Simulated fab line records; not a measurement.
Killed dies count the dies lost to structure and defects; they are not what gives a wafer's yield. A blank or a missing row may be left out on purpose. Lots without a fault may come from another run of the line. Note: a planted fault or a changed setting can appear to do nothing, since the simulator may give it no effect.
Split-lot trial ; flow n5_finfet ; 21 wafers read from 7 lots, route of 1938 steps

## ON THE SPLIT
At N5_BEOL_M1_ALD_98 (deposits SiO2, target thk 2.5 nm, pulse time 1 s, co reactant pulse time 1 s), the setting ald_cycles was moved away from the recipe's 17 on 5 of the 21 wafers read, by -17.6% to +5.9%. For the rest of the wafers, this setting stayed at what the recipe calls for.

The reading comes from the split's own step.

## THE READING
SiO2_of_BEOL_M1_ALD_98.thk_nm (the simulator's own value, which no gauge read), in nm, at N5_BEOL_M1_ALD_98 (deposits SiO2, target thk 2.5 nm, pulse time 1 s, co reactant pulse time 1 s). The file does not state a usual value for it. Here, 16 wafers ran the recipe; their average is 2.5 nm with a standard deviation of 0.099 nm.

wafer;tool, chamber at the split;ald_cycles as run;against the recipe;SiO2_of_BEOL_M1_ALD_98.thk_nm, nm;against lot-mates on the recipe
L076.1;ald_sin-03, 3;17;recipe;2.6;-
L076.3;ald_sin-03, 0;17;recipe;2.4;-
L076.6;ald_sin-03, 0;17;recipe;2.4;-
L078.2;ald_sin-03, 2;17;recipe;2.6;-
L078.3;ald_sin-03, 1,2;17;recipe;2.4;-
L078.6;ald_sin-03, 1,2;17;recipe;2.4;-
L080.1;ald_sin-03, 2;17;recipe;2.4;-
L080.5;ald_sin-03, 1;17;recipe;2.6;-
L080.6;ald_sin-03, 0;14;-17.6%;2;-0.5
L086.1;ald_sin-01, 0,2;14;-17.6%;2;-0.6
L086.4;ald_sin-01, 0,2;14;-17.6%;2;-0.6
L086.6;ald_sin-01, 1;17;recipe;2.6;-
L085.1;ald_sin-03, 3,1;17;recipe;2.6;-
L085.4;ald_sin-03, 3,1;17;recipe;2.6;-
L085.2;ald_sin-03, 2;17;recipe;2.4;-
L093.2;ald_sin-04, 1,1,0;17;recipe;2.4;-
L093.5;ald_sin-04, 1,1,0;17;recipe;2.4;-
L093.6;ald_sin-04, 1,1,0;17;recipe;2.4;-
L094.1;ald_sin-03, 2;17;recipe;2.6;-
L094.4;ald_sin-03, 3,2;18;+5.9%;2.6;+0.0
L094.6;ald_sin-03, 3,2;18;+5.9%;2.6;+0.0
Rows listing several chambers each stand for several wafers; the file does not say which wafer went through which chamber.

FIT RESULTS
A straight line over all 21 wafers: SiO2_of_BEOL_M1_ALD_98.thk_nm changes by +0.0268 nm for each +1% of ald_cycles; r = +0.90; the points scatter about the line by 0.092 nm.
The same after taking each lot's own level away (the mean of its wafers on the recipe; 21 wafers): +0.0289 nm for each +1%; r = +0.91; scatter 0.092 nm.
According to that fit, moving ald_cycles by its largest amount changes the reading by 0.51 nm.
The span of the lots' own levels, 2.40 to 2.60 nm, comes to 2.0 times the standard deviation stated above.
The two slopes are in agreement: the lot-to-lot level therefore moves the slope only a little.
Check: with one of the wafers moved furthest among these (-17.6%) left out of the fit, the line predicts -0.55 nm for it against its lot-mates. It came out at -0.5 nm against them.

## FURTHER SPLITS ON THESE WAFERS
These wafers also went through other splits before the reading. Each is held against what the fit with the lots' levels taken away leaves over:
other split on the same wafers;wafers away from the commonest value;r with SiO2_of_BEOL_M1_ALD_98.thk_nm (lot level and that fit taken away)
N5_GATE_CUT_DESCUM_18 time_s;6;+0.39
N5_MOL_CONTACT_COAG_ETCHBACK_135 time_s;8;-0.17
N5_MOL_CONTACT_COAG_VIA_ETCH_46 bias_w;6;-0.04
N5_MOL_CONTACT_COAG_CVD_140 target_thk_a;6;+0.29
N5_BEOL_M0_SAQP_ETCH_88 source_w;8;+0.12
N5_BEOL_M0_CUTY_COAT_50 spin_rpm;7;+0.31
N5_BEOL_M1_ETCH_64 bias_w;9;+0.26

## THE FILE'S OWN FIT
SiO2_of_BEOL_M1_ALD_98.thk_nm changes by +0.0295 nm for each +1% of ald_cycles, r = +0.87.
